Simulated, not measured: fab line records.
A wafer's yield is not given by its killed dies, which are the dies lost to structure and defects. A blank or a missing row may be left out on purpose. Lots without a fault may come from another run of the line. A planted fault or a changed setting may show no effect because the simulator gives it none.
fab line records | flow n5-finfet
record: lots: 6 wafers: 16 last-day: 17
route steps=1938 shown BEOL_M1@779 BEOL_M4@1111 PASSIVATION@1936
lots that met no fault: taken from a fault-free run of the same line
start-h: the number of hours between the record's first day and the start of the first shown wafer of the lot | wait-h: time in hours since the lot's previous step | " as in the row above | L1.1+2: a single row standing in for several wafers | - no value, or no start given | * or withheld: withheld | < > ~ a bound
route shown NAME@n: names a module that has steps shown in the file, with the first one's number in the route | usual: mean/standard deviation of fault-free wafers | same: alike in all rows | chamber/n: place in a boat | sites: each site's reading | _std_site: the values' standard deviation | _edge_site: the outer-site mean with the inner-site mean subtracted | radius-mm: how far each site lies from the wafer's centre | mask NAME#n: copy n | behind: tool/chamber where the wafer was last shaped | hold: cause of the lot's hold/its duration in hours/its outcome | device: which transistor (n, p or np) failed to switch | end of line: tests run on the same wafers once the route is complete | where a step has no rows: the recipe by itself | killed: at the first sort, the dies lost to defects and structure; wafer yield is something else | map: per-die view of a wafer (x killed, . not killed, _ where there is no die)
set.NAME: setting as actually run; set.NAME@STEP: the setting as run at that earlier step | model.NAME: the simulator's own value behind a step, which no gauge read
a table for each step, a row for each wafer; lots at some steps of the route
services: the hour from which a tool's chamber was out of use, counted from the record's first day as start-h (under 0 if before that day), plus the number of hours and why
== steps ==
step: N5_BEOL_M1_COAT_76
recipe: resist: underlayer temp-c: 205 time-s: 60 spin-rpm: 1500 resist-thk-nm: 5
step: N5_BEOL_M1_COAT_22
recipe: resist: CAR-EUV spin-rpm: 1500 resist-thk-nm: 30
step: N5_BEOL_M1_EBR_24
recipe: solvent: PGMEA ebr-width-mm: 1.5
step: N5_BEOL_M1_SOFTBAKE_23
recipe: temp-c: 110 time-s: 60 resist: CAR-EUV
step: N5_BEOL_M1_EXPOSE_25
recipe: mask-id: V0 na: 0.33 source-shape: quasar sigma-inner: 0.2 sigma-outer: 0.8 polarization: unpolarized defocus-nm: 5 target-cd-nm: 24 dose-mj: 63
step: N5_BEOL_M1_PEB_26
recipe: peb-temp-c: 100 peb-time-s: 60 resist: CAR-EUV
step: N5_BEOL_M1_DEVELOP_27
recipe: develop-time-s: 30 developer: TMAH resist: CAR-EUV rinse-liquid: surfactant-rinse dry: air-spin dev-temp-c: 23
step: N5_BEOL_M1_CD_MEAS_28
recipe: landing-energy-ev: 500 detector: se-inlens target-cd-y-nm: 23.3
usual: cd-nm: 23.99/0.28
columns lot.wafer tool chamber start-h wait-h cd-nm
L591.3 cd-sem-02 0 129.91 - 23.79
L591.5 " 0 " " 24.00
L591.6 " 0 " " 23.72
L602.4 cd-sem-02 0 202.36 - 23.58
L602.5 " 0 " " 23.72
L603.4 cd-sem-01 0 202.56 - 23.87
L603.5 " 0 " " 23.59
L608.1 cd-sem-01 0 230.92 - 23.91
L608.3 " 0 " " 23.43
L608.6 " 0 " " 24.06
L611.1 cd-sem-01 0 251.36 - 23.98
L611.2 " 0 " " 24.12
L611.4 " 0 " " 23.85
L612.2 cd-sem-01 0 258.40 - 23.51
L612.3 " 0 " " 23.82
L612.6 " 0 " " 23.62
step: N5_BEOL_M1_OVL_MEAS_29
recipe: points-per-wafer: 522
usual: V0_OVL: -0.3/0.58
columns lot.wafer tool chamber start-h wait-h V0_OVL[nm]
L591.3 overlay-02 0 129.95 0.0 0.2
L591.5 " 0 " " 0.0
L591.6 " 0 " " -0.4
L602.4 overlay-02 0 202.41 0.0 -1.5
L602.5 " 0 " " -1.4
L603.4 overlay-01 0 202.61 0.0 -0.5
L603.5 " 0 " " -0.2
L608.1 overlay-01 0 230.95 0.0 -0.3
L608.3 " 0 " " -0.4
L608.6 " 0 " " -0.9
L611.1 overlay-02 0 251.39 0.0 0.2
L611.2 " 0 " " 0.5
L611.4 " 0 " " -0.9
L612.2 overlay-02 0 258.43 0.0 0.6
L612.3 " 0 " " 1.0
L612.6 " 0 " " -0.1
step: N5_BEOL_M1_INSPECT_30
recipe: mode: adi inspect-instrument: brightfield
usual: raw-defect-count: 447/110
columns lot.wafer tool chamber start-h wait-h raw-defect-count
L591.3 defect-inspect-01 - 130.00 0.0 414
L591.5 " - " " 447
L591.6 " - " " 392
L602.4 defect-inspect-01 - 202.45 0.0 372
L602.5 " - " " 312
L603.4 defect-inspect-01 - 202.65 0.0 766
L603.5 " - " " 611
L608.1 defect-inspect-01 - 231.01 0.1 375
L608.3 " - " " 278
L608.6 " - " " 310
L611.1 defect-inspect-01 - 251.45 0.1 314
L611.2 " - " " 316
L611.4 " - " " 354
L612.2 defect-inspect-01 - 258.50 0.1 381
L612.3 " - " " 295
L612.6 " - " " 354
step: N5_BEOL_M1_DESCUM_33
recipe: chemistry: O2 time-s: 7 source-power-w: 50 bias-power-w: 20 pressure-mtorr: 20 rf-frequency-hz: 2.712e+07 temp-c: 40 resist: CAR-EUV o2-flow-sccm: 225
usual: drypump-motor-current-A: 5.7/0.4 oes-product-au: 0.76/0.078 rf-vpp-V: 243.0/1.6 showerhead-plenum-p-Torr: 2.08/0.078 temp-c: 40.00/0.11 throttle-valve-pct: 20.38/0.24
columns lot.wafer tool chamber start-h wait-h drypump-motor-current-A oes-product-au rf-hours-counter-h rf-vpp-V showerhead-plenum-p-Torr temp-c throttle-valve-pct
L591.3 rie-diel-01 2 130.03 0.0 5.5 0.72 205 243.5 2.16 40.01 20.44
L591.5 " 3 " " 5.5 0.72 - 243.8 2.17 39.96 20.45
L591.6 " 2 " " 5.5 0.71 - 244.2 2.16 39.86 20.43
L602.4 rie-diel-05 0 202.50 0.0 6.0 0.70 - 240.0 1.98 40.28 20.65
L602.5 " 3 " " 5.6 0.73 - 238.3 1.99 40.05 20.25
L603.4 rie-diel-05 2 202.70 0.0 5.5 0.87 - 244.0 2.14 40.00 20.04
L603.5 " 0 " " 6.0 0.70 - 239.9 1.98 40.09 20.63
L608.1 rie-diel-04 2 231.05 0.0 5.6 0.75 153 243.4 2.08 39.87 19.94
L608.3 " 1 " " 6.6 0.71 192 242.2 2.09 40.14 20.39
L608.6 " 2 " " 5.6 0.75 - 242.6 2.08 39.92 19.92
L611.1 rie-diel-04 3 251.48 0.0 5.4 0.84 81 242.9 2.03 39.94 20.17
L611.2 " 2 " " 5.6 0.74 161 243.0 2.07 40.01 19.94
L611.4 " 1 " " 6.6 0.71 199 242.5 2.09 39.97 20.40
L612.2 rie-diel-05 3 258.53 0.0 5.5 0.72 207 240.7 1.99 40.09 20.31
L612.3 " 2 " " 5.5 0.85 59 244.7 2.13 39.98 20.07
L612.6 " 0 " " 6.0 0.69 - 241.1 1.97 39.90 20.65
step: N5_BEOL_M1_ETCH_77
recipe: chemistry: N2/H2 target: underlayer target-depth-a: 65 mask-material: CAR-EUV time-s: 5.2 ion-energy-ev: 200 pressure-mtorr: 30 source-w: 840 bias-w: 150 n2-flow-sccm: 200 h2-flow-sccm: 200 ends: cleared
usual: drypump-motor-current-A: 5.7/0.39 etch-rf-on-time-s: 5.20/0.09 oes-product-au: 0.65/0.066 rf-vpp-V: 523.7/2.7 showerhead-plenum-p-Torr: 2.54/0.099 throttle-valve-pct: 17.86/0.21
columns lot.wafer tool chamber start-h wait-h drypump-motor-current-A etch-rf-on-time-s oes-product-au rf-hours-counter-h rf-vpp-V showerhead-plenum-p-Torr throttle-valve-pct
L591.3 rie-diel-01 2 130.06 0.0 5.5 5.24 0.60 205 526.4 2.64 18.10
L591.5 " 3 " " 5.5 5.17 0.62 - 525.7 2.63 17.86
L591.6 " 2 " " 5.5 5.28 0.61 - 526.4 2.64 18.11
L602.4 rie-diel-05 0 202.53 0.0 6.0 5.30 0.59 - 521.0 2.41 17.99
L602.5 " 3 " " 5.6 5.23 0.63 - 519.3 2.43 17.80
L603.4 rie-diel-05 2 202.72 0.0 5.6 5.03 0.76 - 524.4 2.61 17.53
L603.5 " 0 " " 6.1 5.30 0.58 - 521.9 2.40 18.00
L608.1 rie-diel-04 2 231.08 0.0 5.6 4.97 0.66 153 525.6 2.56 17.61
L608.3 " 1 " " 6.5 5.09 0.60 192 525.5 2.50 17.56
L608.6 " 2 " " 5.6 4.95 0.64 - 524.6 2.56 17.61
L611.1 rie-diel-04 3 251.52 0.0 5.4 5.25 0.71 81 522.7 2.49 17.86
L611.2 " 2 " " 5.6 5.02 0.64 161 524.8 2.55 17.61
L611.4 " 1 " " 6.5 5.20 0.60 199 523.2 2.50 17.56
L612.2 rie-diel-05 3 258.56 0.0 5.5 5.19 0.62 207 522.0 2.42 17.82
L612.3 " 2 " " 5.6 5.03 0.73 59 523.7 2.60 17.53
L612.6 " 0 " " 6.0 5.28 0.57 - 520.8 2.40 18.03
step: N5_BEOL_M1_ETCH_69
recipe: chemistry: CF4 target: SiARC target-depth-a: 156 mask-material: CAR-EUV time-s: 26 ion-energy-ev: 80 pressure-mtorr: 40 source-w: 545 bias-w: 36 Ar_flow_sccm: 100 cf4-flow-sccm: 100 ends: cleared
usual: drypump-motor-current-A: 5.7/0.4 etch-rf-on-time-s: 26.0/0.49 oes-product-au: 0.65/0.067 rf-vpp-V: 183.9/1.2 showerhead-plenum-p-Torr: 2.14/0.079 throttle-valve-pct: 15.62/0.22
columns lot.wafer tool chamber start-h wait-h drypump-motor-current-A etch-rf-on-time-s oes-product-au rf-hours-counter-h rf-vpp-V showerhead-plenum-p-Torr throttle-valve-pct
L591.3 rie-diel-01 2 130.08 0.0 5.5 26.1 0.60 205 185.6 2.22 15.76
L591.5 " 3 " " 5.5 26.2 0.61 - 184.4 2.22 15.66
L591.6 " 2 " " 5.5 26.2 0.60 - 185.5 2.22 15.76
L602.4 rie-diel-05 0 202.56 0.0 6.1 36.9 0.49 - 183.2 2.04 15.85
L602.5 " 3 " " 5.6 35.7 0.54 - 183.6 2.06 15.65
L603.4 rie-diel-05 2 202.76 0.0 5.6 34.8 0.63 - 183.1 2.19 15.23
L603.5 " 0 " " 6.0 36.8 0.50 - 182.2 2.04 15.84
L608.1 rie-diel-04 2 231.10 0.0 5.6 25.2 0.65 154 183.9 2.15 15.33
L608.3 " 1 " " 6.6 25.6 0.61 192 184.1 2.12 15.52
L608.6 " 2 " " 5.6 25.2 0.65 - 182.9 2.15 15.33
L611.1 rie-diel-04 3 251.53 0.0 5.4 25.7 0.72 81 182.2 2.08 15.42
L611.2 " 2 " " 5.6 25.0 0.64 161 184.6 2.14 15.35
L611.4 " 1 " " 6.5 25.6 0.61 199 183.3 2.12 15.55
L612.2 rie-diel-05 3 258.58 0.0 5.5 26.1 0.61 207 181.8 2.06 15.68
L612.3 " 2 " " 5.5 25.3 0.73 59 185.1 2.18 15.26
L612.6 " 0 " " 6.1 27.0 0.57 - 182.5 2.03 15.87
step: N5_BEOL_M1_ALD_98
recipe: material: SiO2 target-thk-a: 25 temp-c: 100 ald-precursor-family: BDEAS ald-co-reactant: O2-plasma pulse-time-s: 1 co-reactant-pulse-time-s: 1 purge-time-s: 2 co-reactant-purge-time-s: 2 ald-cycles: 17 pressure-torr: 2
usual: chamber-pressure-Torr: 2.000/0.0046 heater-power-w: 82/5.6 precursor-pulse-height-rel: 0.999/0.018 susceptor-temp-C: 99.99/0.14
same: co-reactant-purge-time-s: 2 purge-time-s: 2
columns lot.wafer tool chamber start-h wait-h chamber-pressure-Torr heater-power-w precursor-pulse-height-rel susceptor-temp-C
L591.3 ald-sin-04 3 130.30 0.2 1.997 88 0.988 99.81
L591.5 " 0 " " 1.999 72 0.984 99.73
L591.6 " 3 " " 1.999 88 1.006 99.82
L602.4 ald-sin-01 2 202.62 0.0 2.002 76 0.990 99.93
L602.5 " 2 " " 1.998 77 0.969 100.00
L603.4 ald-sin-01 3 202.94 0.1 1.997 91 0.991 100.08
L603.5 " 0 " " 1.999 79 1.039 100.00
L608.1 ald-sin-04 1 231.18 0.1 2.002 77 0.995 99.91
L608.3 " 2 " " 2.001 84 0.996 100.05
L608.6 " 0 " " 1.996 75 1.004 99.65
L611.1 ald-sin-03 2 251.62 0.1 1.999 82 1.014 99.93
L611.2 " 3 " " 2.002 78 1.022 100.04
L611.4 " 0 " " 1.998 87 0.962 100.02
L612.2 ald-sin-03 1 258.66 0.1 2.006 76 0.991 100.00
L612.3 " 3 " " 2.002 78 0.994 100.24
L612.6 " 1 " " 2.004 77 0.994 99.94
step: N5_BEOL_M4_RC_MEAS_101
usual: DIBL_N: 36.8/2.1 DIBL_P: 37.1/2.2 IOFF_N: 0.18/0.037 IOFF_P: 0.23/0.041 ION_N: 682/13 ION_P: 467/8.6 SS_N: 71.7/0.61 SS_P: 73.5/0.6 VT_N: 248/3.4 VT_P: -249/3.5
columns lot.wafer tool chamber start-h wait-h DIBL_N[mV/V] DIBL_P[mV/V] IOFF_N[nA/um] IOFF_P[nA/um] ION_N[uA/um] ION_P[uA/um] SS_N[mV/dec] SS_P[mV/dec] VT_N[mV] VT_P[mV]
L591.3 prober-01 0 169.41 0.3 38.1 36.8 0.16 0.22 689 472 72.0 73.2 249 -247
L591.5 " 0 " " 36.6 34.7 0.15 0.19 686 472 71.6 73.6 250 -250
L591.6 " 0 " " 38.5 37.1 0.18 0.22 684 465 72.7 73.1 248 -248
L602.4 prober-02 0 239.10 0.5 34.7 34.9 0.15 0.17 686 463 71.3 73.9 250 -255
L602.5 " 0 " " 36.6 36.7 0.18 0.19 692 459 71.9 74.1 248 -258
L603.4 prober-01 0 256.62 0.5 38.2 36.5 0.18 0.24 690 475 71.9 73.5 248 -249
L603.5 " 0 " " 39.8 37.5 0.21 0.26 697 471 72.0 73.6 245 -244
L608.1 prober-02 0 272.56 0.0 34.5 34.5 0.13 0.18 668 460 72.1 72.7 251 -252
L608.3 " 0 " " 33.6 33.3 0.12 0.17 674 463 71.5 73.3 252 -254
L608.6 " 0 " " 33.9 33.5 0.13 0.18 682 469 70.9 72.6 251 -250
L612.2 prober-01 0 296.57 0.2 34.0 35.4 0.14 0.17 673 462 70.9 73.7 250 -253
L612.3 " 0 " " 36.0 38.7 0.17 0.22 686 467 71.6 73.3 251 -252
L612.6 " 0 " " 33.6 34.5 0.13 0.16 679 466 71.2 72.7 251 -254
L611.1 prober-01 0 302.47 0.0 35.6 38.4 0.16 0.25 682 473 71.1 72.8 251 -244
L611.2 " 0 " " 36.1 37.9 0.17 0.25 683 472 71.7 73.4 249 -245
L611.4 " 0 " " 36.7 38.8 0.18 0.26 686 473 71.6 73.9 246 -245
step: N5_PASSIVATION_PROBE_49
usual: defect-limited-yield: 91.0/1.4 killed_at_M0_to_M3: 35/10 killed_at_M4_up: 13/6 killed-at-contacts: 13/6.4 killed-at-front-end: 42/12 killed-at-other: 3.2/2.4 killed-dies: 107/17 killed-open: 69/13 killed-short: 33/7.3 sort_bin_5_function: 5.3/0.92 sort_bin_6_memory: 3.3/0.66 sort-n-pass: 1073/17 sort-yield-pct: 90.9/1.4
same: gross-dies: 1180 killed-at-back-side: 0 sort_bin_4_leakage[%]: 0 sort_bin_8_speed[%]: 0
columns lot.wafer tool chamber start-h wait-h defect-limited-yield[%] killed_at_M0_to_M3 killed_at_M4_up killed-at-contacts killed-at-front-end killed-at-other killed-dies killed-open killed-short sort_bin_5_function[%] sort_bin_6_memory[%] sort-n-pass sort-yield-pct[%]
L591.3 prober-01 - 273.85 0.1 90.1 19 15 27 53 3 117 70 45 6.4 3.3 1063 90.1
L591.5 prober-01 - 273.95 0.2 89.2 37 9 23 54 5 128 70 48 6.9 3.5 1052 89.2
L591.6 prober-01 - 274.00 0.3 90.0 50 5 14 47 2 118 73 42 5.2 4.5 1062 90.0
L603.4 prober-02 - 369.41 0.5 91.1 26 28 11 33 7 105 80 21 6.3 2.5 1075 91.1
L608.1 prober-02 - 378.91 0.0 90.8 51 17 6 25 9 108 75 32 5.9 3.1 1072 90.8
L608.3 prober-02 - 379.01 0.1 91.6 40 9 21 28 1 99 63 35 5.8 2.4 1081 91.6
L608.6 prober-02 - 379.16 0.3 92.4 39 6 11 32 2 90 55 32 4.4 2.9 1090 92.4
killed by level:class
L591.3 MOL_CONTACT_COAG:geometric-particle:open=21 FIN_SAQP:geometric-particle:short=12 FIN_SAQP:geometric-particle:open=8 STI_FIN_REVEAL:geometric-particle:open=7 ILD0:geometric-particle:short=5 MOL_CONTACT_COAG:geometric-particle:short=5 BEOL_M4:geometric-particle:open=5 STARTING-WAFER:geometric-particle:short=5
L591.5 FIN_SAQP:geometric-particle:short=21 MOL_CONTACT_COAG:geometric-particle:open=17 FIN_SAQP:geometric-particle:open=12 BEOL_M0_SAQP:geometric-particle:open=10 BEOL_M0_SAQP:geometric-particle:short=9 STI_FIN_REVEAL:geometric-particle:open=5 MOL_CONTACT_COAG:geometric-particle:short=5 BEOL_M3:geometric-particle:open=5
L591.6 BEOL_M0_SAQP:geometric-particle:short=15 FIN_SAQP:geometric-particle:open=12 BEOL_M0_SAQP:geometric-particle:open=12 MOL_CONTACT_COAG:geometric-particle:open=11 FIN_SAQP:geometric-particle:short=10 BEOL_M3:geometric-particle:open=10 DUMMY_GATE:geometric-particle:open=7 BEOL_M3:geometric-particle:short=5
L603.4 STI_FIN_REVEAL:geometric-particle:open=13 BEOL_M4:geometric-particle:open=13 BEOL_M3:geometric-particle:open=8 MOL_CONTACT_COAG:geometric-particle:open=7 BEOL_M2:geometric-particle:open=7 BEOL_M1:geometric-particle:open=5 GATE_CUT:geometric-particle:open=5 BEOL_M7:geometric-particle:open=4
L608.1 BEOL_M3:geometric-particle:open=13 BEOL_M0_SAQP:geometric-particle:short=11 BEOL_M2:geometric-particle:open=8 BEOL_M4:geometric-particle:open=8 BEOL_M0_SAQP:geometric-particle:open=7 STI_FIN_REVEAL:geometric-particle:open=6 FIN_SAQP:geometric-particle:open=5 MOL_CONTACT_COAG:geometric-particle:open=5
L608.3 MOL_CONTACT_COAG:geometric-particle:open=17 BEOL_M0_SAQP:geometric-particle:short=14 STI_FIN_REVEAL:geometric-particle:open=9 BEOL_M3:geometric-particle:open=9 BEOL_M1:geometric-particle:short=6 STARTING-WAFER:geometric-particle:open=6 DUMMY_GATE:geometric-particle:open=4 BEOL_M0_SAQP:geometric-particle:open=4
L608.6 BEOL_M0_SAQP:geometric-particle:short=14 MOL_CONTACT_COAG:geometric-particle:open=11 BEOL_M0_SAQP:geometric-particle:open=10 FIN_SAQP:geometric-particle:open=6 BEOL_M2:geometric-particle:open=5 FIN_SAQP:geometric-particle:short=4 BEOL_M1:geometric-particle:open=4 GATE_CUT:geometric-particle:short=3
== services ==
columns tool chamber start-h hours kind
rie-diel-04 0 115.51 14.2 repair
ald-sin-01 - 120.25 14.6 pm
ald-sin-01 1 135.89 2.6 repair
rie-diel-04 1 160.42 8.4 repair
rie-diel-04 - 161.90 4.3 pm
rie-diel-01 0 169.35 - clean
rie-diel-01 0 169.35 - consumable-replace:focus-ring
rie-diel-01 0 169.35 15.3 scheduled-down
rie-diel-01 0 169.35 15.3 vent-cycle
rie-diel-04 2 186.18 3.8 repair
rie-diel-05 1 199.14 22.3 repair
rie-diel-04 - 219.11 0.4 repair
== key ==
first-sign: step: N5_BEOL_M1_ETCH_69 reading: etch-rf-on-time-s direction: up sigmas: 21 usual: * struck: *
effect none on later readings
met-at N5_BEOL_M1_ETCH_69
struck-wafers L602.4,L602.5,L603.4,L603.5
fault: kind: process-parameter-drift tool: rie-diel-05 chamber: - onset-h: 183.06 steps: N5_BEOL_M1_ETCH_69 channel: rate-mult offset: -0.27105 shape: step end-h: 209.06 scope: struck-wafers-only
